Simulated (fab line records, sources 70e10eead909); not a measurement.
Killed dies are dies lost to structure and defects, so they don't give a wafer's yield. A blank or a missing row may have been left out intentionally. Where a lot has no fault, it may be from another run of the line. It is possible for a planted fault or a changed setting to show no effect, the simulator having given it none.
fab line records	flow nandHarc
[record] lots = 24	wafers = 72	lastDay = 24
route steps=1159 shown A_CONTACT@902 A_BLC@983 A_M1@1057
lots that met no fault: taken from a fault-free run of the same line
startH: hours from the record's first day to the start of the lot's first wafer shown	waitH: hours elapsed since this lot's preceding step	" unchanged from the row above	L1.1+2: several wafers, shown together as one row	- no value, or no start given	* or withheld: withheld	< > ~ a bound
route shown NAME@n: names a module that has steps shown in the file, with the first one's number in the route	usual: average and standard deviation across the fault-free wafers	same: alike in all rows	chamber/n: place in a boat	sites: per-site readings	_std_site: their standard deviation	_edge_site: mean of outer sites minus mean of inner sites	radiusMm: for every site, how far away it sits from the centre of the wafer	mask NAME#n: copy n	behind: tool/chamber where the wafer was last shaped	hold: why the lot was held/for how many hours/how that ended	device: which transistor (n, p or np) failed to switch	end of line: the same wafers' tests at the end of the route	for a step that has no rows: nothing shown but its recipe	killed: count of dies lost to structure and defects at first sort (not the wafer's yield)	map: dies across one wafer; x = killed, . = not, _ = none there
set.NAME: the setting that was run; set.NAME@STEP: the one run at that earlier step	model.NAME: the simulator's own value behind a step, which no gauge read
one table for each step of the route and one row for each wafer, over a sample of lots
services: from which hour (startH, from the record's first day; less than 0 if before it) a tool's chamber was out of use, for how many hours, and why
[[steps]]
[step NHARC_A_CONTACT_ETCH_77]
[recipe] targetDepthA = 726	timeS = 36.3	cf4FlowSccm = 100	chf3FlowSccm = 30	arFlowSccm = 0	rfW = 500	biasW = 200	chemistry = CF4/CHF3
[usual] drypumpMotorCurrentA = 5.6/0.52	mfcArSccm = 0.010/0.015	oesProductAu = 0.932/0.018	rfVppV = 371.2/2.7	showerheadPlenumPTorr = 1.59/0.074	throttleValvePct = 16.803/0.0098
lot.wafer	tool	chamber	startH	waitH	drypumpMotorCurrentA	mfcArSccm	oesProductAu	rfHoursCounterH	rfVppV	showerheadPlenumPTorr	throttleValvePct
L074.4	rieDiel-02	3	-	-	5.8	0.034	0.920	9	373.1	1.64	16.815
L074.2	"	1	"	"	4.9	0	0.922	6	371.0	1.60	16.815
L074.6	"	2	"	"	5.5	0	0.918	-	366.1	1.47	16.807
L075.1	rieDiel-11	3	-	-	5.9	0	0.935	1	373.1	1.67	16.811
L075.3	"	0	"	"	5.0	0.034	0.934	2	375.0	1.70	16.796
L075.6	"	2	"	"	4.8	0	0.933	-	372.1	1.64	16.805
L076.2	rieDiel-11	0	-	-	5.1	0.034	0.930	3	375.4	1.70	16.792
L076.3	"	2	"	"	4.8	0	0.945	3	373.8	1.64	16.801
L076.5	"	0	"	"	5.1	0.034	0.938	-	373.9	1.70	16.818
L078.3	rieDiel-11	1	-	-	6.4	0	0.925	5	368.2	1.49	16.804
L078.5	"	0	"	"	5.1	0.034	0.932	-	375.2	1.70	16.797
L078.6	"	1	"	"	6.4	0	0.933	-	368.2	1.49	16.796
L077.1	rieDiel-02	3	-	-	5.8	0.034	0.935	13	371.3	1.64	16.791
L077.3	"	0	"	"	6.3	0	0.929	13	374.5	1.66	16.807
L077.5	"	2	"	"	5.5	0	0.933	-	367.7	1.47	16.805
L079.1	rieDiel-02	3	-	-	5.8	0.034	0.920	15	372.4	1.64	16.780
L079.3	"	0	"	"	6.3	0	0.919	16	372.1	1.66	16.791
L079.2	"	1	"	"	4.9	0	0.908	13	370.7	1.60	16.812
L080.1	rieDiel-02	1	-	-	4.9	0	0.914	15	372.4	1.60	16.812
L080.6	"	1	"	"	5.0	0	0.926	-	371.6	1.60	16.797
L080.5	"	2	"	"	5.5	0	0.929	-	366.5	1.47	16.808
L081.4	rieDiel-02	1	-	-	4.9	0	0.912	16	372.2	1.60	16.798
L081.5	"	1	"	"	4.9	0	0.913	-	371.9	1.60	16.802
L081.6	"	2	"	"	5.5	0	0.927	-	365.7	1.47	16.814
L082.4	rieDiel-12	1	-	-	5.0	0.034	0.954	11	368.4	1.49	16.787
L082.3	"	3	"	"	5.9	0	0.976	12	372.1	1.62	16.802
L082.6	"	1	"	"	5.0	0.034	0.949	-	368.4	1.49	16.781
L083.3	rieDiel-12	2	-	-	5.8	0.010	0.931	14	370.1	1.56	16.791
L083.4	"	3	"	"	5.9	0	0.920	13	372.3	1.62	16.802
L083.2	"	1	"	"	5.0	0.034	0.914	12	367.4	1.49	16.802
L085.3	rieDiel-02	3	-	-	5.8	0.034	0.968	21	372.2	1.63	16.815
L085.1	"	2	"	"	5.5	0	0.981	20	367.2	1.47	16.800
L085.5	"	0	"	"	6.3	0	0.971	-	372.7	1.65	16.799
L086.1	rieDiel-02	3	-	-	5.8	0.034	0.922	22	372.0	1.63	16.794
L086.3	"	1	"	"	4.9	0	0.920	20	372.3	1.60	16.814
L086.5	"	0	"	"	6.3	0	0.922	-	374.4	1.65	16.812
L087.3	rieDiel-11	2	-	-	4.8	0	0.925	30	372.0	1.63	16.810
L087.2	"	3	"	"	5.9	0	0.936	24	373.5	1.66	16.802
L087.5	"	2	"	"	4.8	0	0.925	-	372.0	1.63	16.806
L089.3	rieDiel-12	2	-	-	5.8	0.010	0.932	22	371.0	1.56	16.787
L089.4	"	0	"	"	5.7	0	0.926	21	370.2	1.56	16.819
L089.5	"	2	"	"	5.8	0.010	0.928	-	369.4	1.56	16.791
L084.3	rieDiel-02	3	-	-	5.8	0.034	0.966	23	372.9	1.63	16.819
L084.2	"	0	"	"	6.3	0	0.962	24	373.3	1.65	16.807
L084.4	"	2	"	"	5.5	0	0.973	23	366.0	1.47	16.810
L088.3	rieDiel-02	3	-	-	5.8	0.034	0.912	26	373.1	1.63	16.793
L088.1	"	0	"	"	6.3	0	0.925	26	374.0	1.65	16.808
L088.6	"	0	"	"	6.3	0	0.929	-	374.3	1.65	16.806
L090.3	rieDiel-02	1	-	-	4.9	0	0.918	25	371.4	1.60	16.803
L090.2	"	2	"	"	5.5	0	0.919	26	366.1	1.47	16.798
L090.1	"	3	"	"	5.8	0.034	0.909	26	371.9	1.63	16.798
L091.4	rieDiel-02	0	-	-	6.2	0	0.932	30	372.3	1.65	16.804
L091.6	"	3	"	"	5.8	0.034	0.913	-	372.9	1.63	16.812
L091.5	"	0	"	"	6.3	0	0.926	-	372.9	1.65	16.804
L093.2	rieDiel-11	2	-	-	4.8	0	0.936	42	372.1	1.63	16.811
L093.3	"	3	"	"	5.9	0	0.924	38	373.4	1.66	16.801
L093.6	"	2	"	"	4.8	0	0.940	-	371.9	1.63	16.800
L094.3	rieDiel-11	2	-	-	4.8	0	0.918	43	373.8	1.63	16.809
L094.1	"	3	"	"	5.9	0	0.924	39	374.7	1.66	16.820
L094.5	"	1	"	"	6.3	0	0.929	-	368.4	1.48	16.802
L092.2	rieDiel-02	2	-	-	5.5	0	0.915	32	367.0	1.47	16.821
L092.1	"	3	"	"	5.8	0.034	0.919	31	373.0	1.63	16.808
L092.6	"	1	"	"	4.9	0	0.921	-	370.0	1.60	16.791
L097.3	rieDiel-12	3	-	-	5.9	0	0.919	43	372.5	1.61	16.793
L097.2	"	2	"	"	5.8	0.010	0.925	47	369.8	1.55	16.807
L097.6	"	0	"	"	5.7	0	0.919	-	370.5	1.55	16.792
L095.3	rieDiel-02	2	-	-	5.5	0	0.961	0	365.9	1.47	16.797
L095.2	"	3	"	"	5.8	0.034	0.957	0	372.9	1.63	16.803
L095.4	"	2	"	"	5.5	0	0.965	-	367.3	1.47	16.795
L096.1	rieDiel-11	0	-	-	5.0	0.034	0.946	53	374.9	1.69	16.787
L096.3	"	2	"	"	4.8	0	0.951	53	372.1	1.63	16.814
L096.4	"	2	"	"	4.8	0	0.946	-	372.3	1.63	16.799
[step NHARC_A_CONTACT_ETCH_128]
[recipe] sourceW = withheld	pressureMtorr = 20	biasV = 1200	timeS = 155	targetDepthA = 9560	arFlowSccm = withheld	c4f8FlowSccm = withheld	o2FlowSccm = withheld	chemistry = C4F8/O2/Ar
lot.wafer	tool	chamber	startH	waitH	rfHoursCounterH
L074.2	harCapEtch-02	1	374.69	0.1	9
L074.4	"	0	"	"	-
L074.6	"	1	"	"	-
L075.1	harCapEtch-01	1	384.89	0.2	60
L075.3	"	1	"	"	-
L075.6	"	0	"	"	-
L076.2	harCapEtch-02	0	385.63	0.1	13
L076.3	"	1	"	"	-
L076.5	"	1	"	"	-
L078.3	harCapEtch-03	1	390.84	0.1	-
L078.5	"	1	"	"	-
L078.6	"	0	"	"	-
L077.1	harCapEtch-01	1	391.67	0.2	62
L077.3	"	1	"	"	-
L077.5	"	1	"	"	-
L079.1	harCapEtch-02	0	411.88	0.1	16
L079.2	"	1	"	"	16
L079.3	"	0	"	"	-
L080.1	harCapEtch-01	0	422.67	0.1	65
L080.6	"	0	"	"	-
L080.5	"	1	"	"	-
L081.4	harCapEtch-03	1	426.79	0.1	-
L081.5	"	1	"	"	-
L081.6	"	0	"	"	-
L082.3	harCapEtch-01	0	429.45	0.1	-
L082.4	"	1	"	"	-
L082.6	"	1	"	"	-
L083.2	harCapEtch-03	1	431.70	0.1	95
L083.4	"	0	"	"	-
L083.3	"	1	"	"	-
L085.1	harCapEtch-02	0	444.40	0.1	21
L085.3	"	1	"	"	-
L085.5	"	0	"	"	-
L086.1	harCapEtch-02	1	449.36	0.1	23
L086.3	"	0	"	"	-
L086.5	"	1	"	"	-
L087.2	harCapEtch-03	0	450.65	0.1	99
L087.3	"	0	"	"	-
L087.5	"	0	"	"	-
L089.4	harCapEtch-02	1	455.83	0.1	-
L089.3	"	0	"	"	-
L089.5	"	0	"	"	-
L084.2	harCapEtch-01	0	456.28	0.1	72
L084.4	"	1	"	"	-
L084.3	"	0	"	"	-
L088.1	harCapEtch-01	0	466.25	0.1	74
L088.3	"	1	"	"	-
L088.6	"	0	"	"	-
L090.2	harCapEtch-03	1	469.68	0.1	103
L090.1	"	0	"	"	103
L090.3	"	1	"	"	-
L091.4	harCapEtch-03	1	481.98	0.1	-
L091.6	"	0	"	"	-
L091.5	"	1	"	"	-
L093.2	harCapEtch-02	0	484.70	0.2	29
L093.3	"	1	"	"	-
L093.6	"	0	"	"	-
L094.1	harCapEtch-02	0	489.56	0.2	30
L094.3	"	1	"	"	-
L094.5	"	1	"	"	-
L092.1	harCapEtch-03	1	496.00	0.1	108
L092.2	"	0	"	"	108
L092.6	"	1	"	"	-
L097.2	harCapEtch-03	0	514.01	0.1	111
L097.3	"	1	"	"	-
L097.6	"	1	"	"	-
L095.2	harCapEtch-03	1	517.03	0.1	112
L095.4	"	1	"	"	-
L095.3	"	0	"	"	-
L096.1	harCapEtch-02	1	519.43	0.1	34
L096.3	"	1	"	"	-
L096.4	"	0	"	"	-
[step NHARC_A_CONTACT_INSPECT_23]
[usual] rawDefectCount = 420/130
lot.wafer	tool	chamber	startH	waitH	rawDefectCount
L074.2	defectInspect-01	-	385.91	0.1	231
L074.4	"	-	"	"	426
L074.6	"	-	"	"	250
L075.1	defectInspect-02	-	397.55	0.1	365
L075.3	"	-	"	"	410
L075.6	"	-	"	"	397
L076.2	defectInspect-02	-	397.95	0.1	328
L076.3	"	-	"	"	301
L076.5	"	-	"	"	375
L078.3	defectInspect-02	-	400.07	0.1	320
L078.5	"	-	"	"	359
L078.6	"	-	"	"	298
L077.1	defectInspect-02	-	402.96	0.1	396
L077.3	"	-	"	"	412
L077.5	"	-	"	"	265
L079.1	defectInspect-02	-	424.46	0.1	413
L079.2	"	-	"	"	394
L079.3	"	-	"	"	392
L080.1	defectInspect-01	-	435.63	0.1	324
L080.5	"	-	"	"	390
L080.6	"	-	"	"	513
L081.4	defectInspect-02	-	437.62	0.1	571
L081.5	"	-	"	"	495
L081.6	"	-	"	"	320
L082.3	defectInspect-02	-	443.65	0.1	388
L082.4	"	-	"	"	484
L082.6	"	-	"	"	412
L083.2	defectInspect-01	-	444.26	0.1	262
L083.3	"	-	"	"	308
L083.4	"	-	"	"	284
L085.1	defectInspect-01	-	455.86	0.1	364
L085.3	"	-	"	"	517
L085.5	"	-	"	"	466
L086.1	defectInspect-02	-	460.33	0.1	728
L086.3	"	-	"	"	528
L086.5	"	-	"	"	519
L087.2	defectInspect-01	-	460.90	0.1	338
L087.3	"	-	"	"	417
L087.5	"	-	"	"	341
L089.3	defectInspect-01	-	469.83	0.1	561
L089.4	"	-	"	"	490
L089.5	"	-	"	"	413
L084.2	defectInspect-02	-	470.56	0.1	285
L084.3	"	-	"	"	421
L084.4	"	-	"	"	390
L088.1	defectInspect-02	-	479.29	0.1	369
L088.3	"	-	"	"	289
L088.6	"	-	"	"	370
L090.1	defectInspect-02	-	481.51	0.1	437
L090.2	"	-	"	"	633
L090.3	"	-	"	"	463
L091.4	defectInspect-02	-	492.11	0.1	478
L091.5	"	-	"	"	405
L091.6	"	-	"	"	484
L093.2	defectInspect-01	-	502.68	0.1	276
L093.3	"	-	"	"	299
L093.6	"	-	"	"	260
L094.1	defectInspect-01	-	504.38	0.1	466
L094.3	"	-	"	"	388
L094.5	"	-	"	"	304
L092.1	defectInspect-01	-	509.44	0.1	460
L092.2	"	-	"	"	443
L092.6	"	-	"	"	841
L097.2	defectInspect-02	-	526.13	0.1	442
L097.3	"	-	"	"	627
L097.6	"	-	"	"	643
L095.2	defectInspect-01	-	528.88	0.1	246
L095.3	"	-	"	"	544
L095.4	"	-	"	"	368
L096.1	defectInspect-01	-	529.71	0.1	373
L096.3	"	-	"	"	384
L096.4	"	-	"	"	337
[step NHARC_A_BLC_STRIP_21]
[recipe] o2FlowSccm = 500	arFlowSccm = 0	biasW = 0	chemistry = O2
[usual] drypumpMotorCurrentA = 5.8/0.44	mfcArSccm = 0.007/0.01	oesProductAu = 1.001/0.008	rfVppV = 57.7/0.96	showerheadPlenumPTorr = 3.50/0.15	throttleValvePct = 17.037/0.0097
lot.wafer	tool	chamber	startH	waitH	drypumpMotorCurrentA	mfcArSccm	oesProductAu	rfHoursCounterH	rfVppV	showerheadPlenumPTorr	throttleValvePct
L074.2	rieDiel-13	0	387.77	0.1	6.5	0.024	1.012	10	56.6	3.76	17.018
L074.4	"	1	"	"	5.8	0	1.001	11	59.0	3.67	17.046
L074.6	"	0	"	"	6.5	0.024	1.010	-	57.8	3.75	17.026
L075.1	rieDiel-13	3	399.40	0.1	5.2	0.002	0.996	14	57.2	3.45	17.027
L075.3	"	1	"	"	5.8	0	0.996	12	58.9	3.67	17.028
L075.6	"	2	"	"	5.6	0	1.001	-	56.2	3.33	17.023
L076.2	rieDiel-05	3	399.80	0.1	6.4	0	1.008	4	59.7	3.64	17.046
L076.3	"	2	"	"	6.2	0.033	1.020	4	56.4	3.56	17.018
L076.5	"	0	"	"	5.8	0.009	1.005	-	57.3	3.46	17.042
L078.3	rieDiel-13	3	401.94	0.1	5.2	0.002	1.002	14	57.6	3.45	17.048
L078.6	"	0	"	"	6.5	0.024	1.003	-	57.1	3.75	17.030
L078.5	"	1	"	"	5.7	0	0.989	-	58.9	3.67	17.049
L077.3	rieDiel-13	3	404.82	0.1	5.2	0.002	0.998	15	57.5	3.45	17.045
L077.1	"	2	"	"	5.6	0	1.004	15	57.9	3.33	17.043
L077.5	"	3	"	"	5.2	0.002	0.997	-	57.4	3.45	17.048
L079.2	rieDiel-04	2	426.32	0.1	5.7	0.005	0.999	53	58.3	3.42	17.032
L079.1	"	3	"	"	5.3	0	0.998	53	58.1	3.62	17.033
L079.3	"	0	"	"	5.0	0	1.000	50	56.4	3.30	17.028
L080.1	rieDiel-04	2	437.47	0.1	5.7	0.005	0.986	56	57.9	3.42	17.035
L080.6	"	2	"	"	5.7	0.005	0.990	-	58.9	3.42	17.043
L080.5	"	3	"	"	5.3	0	1.001	-	57.8	3.62	17.033
L081.4	rieDiel-05	2	439.46	0.1	6.2	0.033	1.021	8	59.3	3.55	17.045
L081.6	"	2	"	"	6.2	0.033	1.009	-	58.5	3.55	17.025
L081.5	"	3	"	"	6.4	0	0.996	-	59.0	3.64	17.033
L082.3	rieDiel-05	3	445.49	0.1	6.4	0	1.006	9	60.3	3.64	17.037
L082.4	"	0	"	"	5.8	0.009	0.995	10	57.4	3.45	17.060
L082.6	"	3	"	"	6.4	0	0.993	-	57.3	3.64	17.053
L083.2	rieDiel-05	2	446.09	0.1	6.2	0.033	1.015	9	57.5	3.55	17.039
L083.3	"	3	"	"	6.4	0	1.007	9	59.0	3.64	17.023
L083.4	"	0	"	"	5.8	0.009	0.996	10	58.0	3.45	17.039
L085.1	rieDiel-04	2	457.76	0.1	5.7	0.005	1.005	62	56.8	3.42	17.031
L085.3	"	0	"	"	5.1	0	1.005	61	56.8	3.29	17.036
L085.5	"	1	"	"	6.2	0.006	1.012	-	57.1	3.37	17.027
L086.1	rieDiel-04	2	462.21	0.1	5.7	0.005	0.994	64	56.4	3.42	17.043
L086.3	"	3	"	"	5.3	0	1.003	65	59.2	3.62	17.034
L086.5	"	2	"	"	5.7	0.005	0.995	-	59.5	3.42	17.025
L087.3	rieDiel-04	3	462.94	0.1	5.3	0	1.001	65	59.3	3.62	17.025
L087.2	"	1	"	"	6.2	0.006	0.992	57	58.0	3.37	17.051
L087.5	"	3	"	"	5.3	0	0.999	-	58.7	3.62	17.029
L089.3	rieDiel-13	1	471.78	0.1	5.7	0	1.001	2	58.1	3.66	17.047
L089.4	"	2	"	"	5.6	0	1.000	2	57.5	3.32	17.029
L089.5	"	2	"	"	5.6	0	1.003	-	57.7	3.32	17.037
L084.2	rieDiel-13	1	472.86	0.1	5.7	0	1.007	2	59.1	3.66	17.042
L084.4	"	2	"	"	5.6	0	0.995	2	55.6	3.32	17.028
L084.3	"	0	"	"	6.6	0.024	1.010	1	58.3	3.75	17.033
L088.1	rieDiel-13	2	481.15	0.1	5.6	0	0.995	3	57.2	3.32	17.047
L088.3	"	3	"	"	5.2	0.002	0.984	2	57.1	3.44	17.048
L088.6	"	1	"	"	5.7	0	0.994	-	57.7	3.66	17.042
L090.3	rieDiel-04	1	483.34	0.1	6.2	0.006	0.996	2	57.2	3.37	17.030
L090.1	"	2	"	"	5.7	0.005	0.988	4	57.4	3.41	17.015
L090.2	"	3	"	"	5.3	0	1.003	3	57.7	3.62	17.036
L091.4	rieDiel-13	1	493.98	0.1	5.7	0	1.011	5	57.3	3.66	17.040
L091.6	"	2	"	"	5.6	0	1.002	-	57.3	3.32	17.043
L091.5	"	3	"	"	5.2	0.002	0.999	-	57.9	3.44	17.033
L093.3	rieDiel-04	3	504.54	0.1	5.3	0	0.992	10	57.7	3.61	17.027
L093.2	"	0	"	"	5.0	0	1.001	9	56.9	3.29	17.027
L093.6	"	0	"	"	5.0	0	0.983	-	56.7	3.29	17.023
L094.1	rieDiel-05	0	506.11	0.1	5.8	0.009	1.009	16	56.5	3.45	17.025
L094.3	"	1	"	"	5.9	0	1.014	15	56.9	3.29	17.047
L094.5	"	3	"	"	6.4	0	1.013	-	58.5	3.63	17.038
L092.2	rieDiel-05	0	511.61	0.1	5.9	0.009	0.989	16	57.7	3.45	17.044
L092.1	"	2	"	"	6.2	0.033	1.003	14	58.0	3.55	17.041
L092.6	"	1	"	"	5.9	0	1.011	-	56.0	3.29	17.063
L097.2	rieDiel-05	1	527.84	0.1	6.0	0	1.001	0	56.1	3.29	17.044
L097.3	"	0	"	"	5.8	0.009	1.004	0	55.8	3.45	17.045
L097.6	"	1	"	"	5.9	0	0.990	-	58.2	3.29	17.033
L095.4	rieDiel-13	1	530.75	0.1	5.8	0	1.006	8	59.1	3.66	17.052
L095.3	"	2	"	"	5.6	0	1.015	8	60.1	3.32	17.045
L095.2	"	3	"	"	5.2	0.002	1.001	9	58.4	3.44	17.040
L096.3	rieDiel-05	2	532.26	0.1	6.2	0.033	1.001	1	57.2	3.55	17.037
L096.1	"	3	"	"	6.4	0	1.001	1	58.7	3.63	17.034
L096.4	"	1	"	"	6.0	0	0.992	1	57.0	3.29	17.030
[step NHARC_A_BLC_INSPECT_28]
[usual] rawDefectCount = 431/110
lot.wafer	tool	chamber	startH	waitH	rawDefectCount
L074.2	defectInspect-01	-	393.51	0.1	526
L074.4	"	-	"	"	533
L074.6	"	-	"	"	550
L075.1	defectInspect-02	-	401.24	0.1	376
L075.3	"	-	"	"	571
L075.6	"	-	"	"	464
L076.2	defectInspect-02	-	401.68	0.1	406
L076.3	"	-	"	"	418
L076.5	"	-	"	"	284
L078.3	defectInspect-02	-	404.13	0.1	321
L078.5	"	-	"	"	266
L078.6	"	-	"	"	376
L077.1	defectInspect-01	-	406.64	0.1	566
L077.3	"	-	"	"	718
L077.5	"	-	"	"	368
L079.1	defectInspect-02	-	428.23	0.1	445
L079.2	"	-	"	"	459
L079.3	"	-	"	"	336
L080.1	defectInspect-01	-	442.83	0.1	451
L080.5	"	-	"	"	379
L080.6	"	-	"	"	454
L081.4	defectInspect-02	-	443.46	0.1	473
L081.5	"	-	"	"	476
L081.6	"	-	"	"	565
L082.3	defectInspect-01	-	450.74	0.1	534
L082.4	"	-	"	"	333
L082.6	"	-	"	"	330
L083.2	defectInspect-02	-	451.17	0.1	443
L083.3	"	-	"	"	485
L083.4	"	-	"	"	335
L085.1	defectInspect-02	-	459.53	0.1	255
L085.3	"	-	"	"	476
L085.5	"	-	"	"	292
L086.1	defectInspect-02	-	468.06	0.1	615
L086.3	"	-	"	"	479
L086.5	"	-	"	"	519
L087.2	defectInspect-02	-	469.04	0.1	443
L087.3	"	-	"	"	404
L087.5	"	-	"	"	310
L089.3	defectInspect-02	-	478.08	0.1	484
L089.4	"	-	"	"	563
L089.5	"	-	"	"	430
L084.2	defectInspect-01	-	478.50	0.1	329
L084.3	"	-	"	"	329
L084.4	"	-	"	"	446
L088.1	defectInspect-01	-	482.97	0.1	341
L088.3	"	-	"	"	392
L088.6	"	-	"	"	287
L090.1	defectInspect-01	-	489.92	0.1	499
L090.2	"	-	"	"	366
L090.3	"	-	"	"	699
L091.4	defectInspect-01	-	503.05	0.1	424
L091.5	"	-	"	"	373
L091.6	"	-	"	"	391
L093.2	defectInspect-01	-	509.22	0.1	514
L093.3	"	-	"	"	373
L093.6	"	-	"	"	526
L094.1	defectInspect-01	-	510.16	0.1	708
L094.3	"	-	"	"	593
L094.5	"	-	"	"	663
L092.1	defectInspect-01	-	517.74	0.1	409
L092.2	"	-	"	"	330
L092.6	"	-	"	"	360
L097.2	defectInspect-02	-	529.66	0.1	419
L097.3	"	-	"	"	438
L097.6	"	-	"	"	334
L095.2	defectInspect-01	-	532.53	0.1	450
L095.3	"	-	"	"	389
L095.4	"	-	"	"	516
L096.1	defectInspect-02	-	534.05	0.1	350
L096.3	"	-	"	"	340
L096.4	"	-	"	"	421
[step NHARC_A_M1_PRE_CLEAN_32]
[recipe] timeS = 12	tempC = 370	rfPowerW = 300	gas = NH3
[usual] heaterPowerW = 644/66	susceptorTempC = 369.99/0.21
lot.wafer	tool	chamber	startH	waitH	heaterPowerW	susceptorTempC
L074.2	pecvd-01	1	401.35	0.1	587	370.25
L074.4	"	1	"	"	577	370.03
L074.6	"	0	"	"	582	369.60
L075.1	pecvd-01	2	408.97	0.1	703	369.99
L075.3	"	0	"	"	519	369.98
L075.6	"	1	"	"	628	369.94
L076.3	pecvd-03	2	409.86	0.3	754	370.30
L076.2	"	0	"	"	496	369.67
L076.5	"	2	"	"	766	370.42
L078.3	pecvd-01	1	412.05	0.1	591	370.16
L078.5	"	2	"	"	696	370.00
L078.6	"	1	"	"	597	370.01
L077.3	pecvd-04	0	414.63	0.1	608	369.98
L077.1	"	1	"	"	720	370.15
L077.5	"	0	"	"	611	370.14
L079.2	pecvd-01	2	435.96	0.1	639	370.42
L079.1	"	0	"	"	617	370.01
L079.3	"	2	"	"	633	370.01
L080.1	pecvd-01	2	450.61	0.1	601	369.51
L080.5	"	1	"	"	620	370.02
L080.6	"	2	"	"	586	370.05
L081.4	pecvd-03	0	451.34	0.1	494	369.79
L081.6	"	1	"	"	666	369.86
L081.5	"	2	"	"	754	370.13
L082.3	pecvd-03	0	458.58	0.1	500	369.99
L082.6	"	2	"	"	805	370.20
L082.4	"	0	"	"	501	370.18
L083.3	pecvd-04	0	458.94	0.1	662	370.07
L083.2	"	1	"	"	684	369.93
L083.4	"	0	"	"	668	370.32
L085.1	pecvd-01	2	467.37	0.1	628	369.77
L085.3	"	0	"	"	639	369.46
L085.5	"	1	"	"	569	369.80
L086.1	pecvd-01	1	476.22	0.1	579	370.15
L086.3	"	0	"	"	658	370.12
L086.5	"	1	"	"	560	370.20
L087.3	pecvd-01	2	476.83	0.1	653	369.98
L087.2	"	0	"	"	655	369.75
L087.5	"	2	"	"	632	370.26
L089.3	pecvd-03	1	486.45	0.1	598	369.72
L089.5	"	0	"	"	538	369.82
L089.4	"	2	"	"	759	369.89
L084.2	pecvd-04	0	486.90	0.1	584	369.86
L084.3	"	1	"	"	717	370.01
L084.4	"	2	"	"	710	369.85
L088.3	pecvd-03	2	490.93	0.2	709	370.04
L088.1	"	0	"	"	530	369.30
L088.6	"	0	"	"	543	369.87
L090.1	pecvd-03	2	497.57	0.1	783	370.04
L090.2	"	1	"	"	649	369.94
L090.3	"	1	"	"	639	370.00
L091.4	pecvd-01	1	510.96	0.1	638	369.99
L091.6	"	2	"	"	709	369.89
L091.5	"	0	"	"	591	370.09
L093.3	pecvd-04	1	517.10	0.1	715	369.96
L093.2	"	2	"	"	630	370.26
L093.6	"	2	"	"	636	369.76
L094.3	pecvd-01	1	518.84	0.3	648	370.03
L094.1	"	2	"	"	626	369.77
L094.5	"	2	"	"	632	369.95
L092.1	pecvd-01	1	526.46	0.1	612	370.07
L092.2	"	2	"	"	695	369.82
L092.6	"	1	"	"	595	369.79
L097.3	pecvd-01	2	537.82	0.1	682	369.99
L097.2	"	0	"	"	607	369.82
L097.6	"	1	"	"	631	369.56
L095.3	pecvd-04	1	540.41	0.1	677	369.81
L095.2	"	2	"	"	662	369.94
L095.4	"	0	"	"	601	370.09
L096.3	pecvd-01	1	542.30	0.1	556	370.16
L096.1	"	2	"	"	611	370.23
L096.4	"	2	"	"	628	370.30
[[services]]
tool	chamber	startH	hours	kind
rieDiel-13	1	355.52	13.5	repair
rieDiel-05	1	355.57	6.6	repair
rieDiel-02	1	359.95	6.9	repair
rieDiel-04	2	362.65	7.9	repair
rieDiel-11	2	363.14	3.9	repair
rieDiel-05	3	364.36	1.8	repair
rieDiel-11	-	366.82	9.0	pm
rieDiel-05	2	373.51	1.6	repair
rieDiel-04	3	381.53	3.7	repair
rieDiel-05	3	383.23	4.3	repair
rieDiel-05	-	406.41	1.4	repair
rieDiel-13	2	412.41	3.2	repair
pecvd-01	-	418.26	13.0	pm
harCapEtch-02	-	418.51	0.6	repair
rieDiel-13	0	434.27	10.9	repair
rieDiel-04	-	442.20	0.7	repair
rieDiel-13	-	453.03	9.0	pm
rieDiel-04	0	461.25	4.9	repair
rieDiel-04	-	465.96	9.0	pm
rieDiel-02	2	490.18	1.7	repair
rieDiel-02	-	504.79	9.0	pm
harCapEtch-03	-	512.78	0.4	repair
rieDiel-02	0	513.83	1.9	repair
rieDiel-05	-	517.60	9.0	pm
[[key]]
fault none
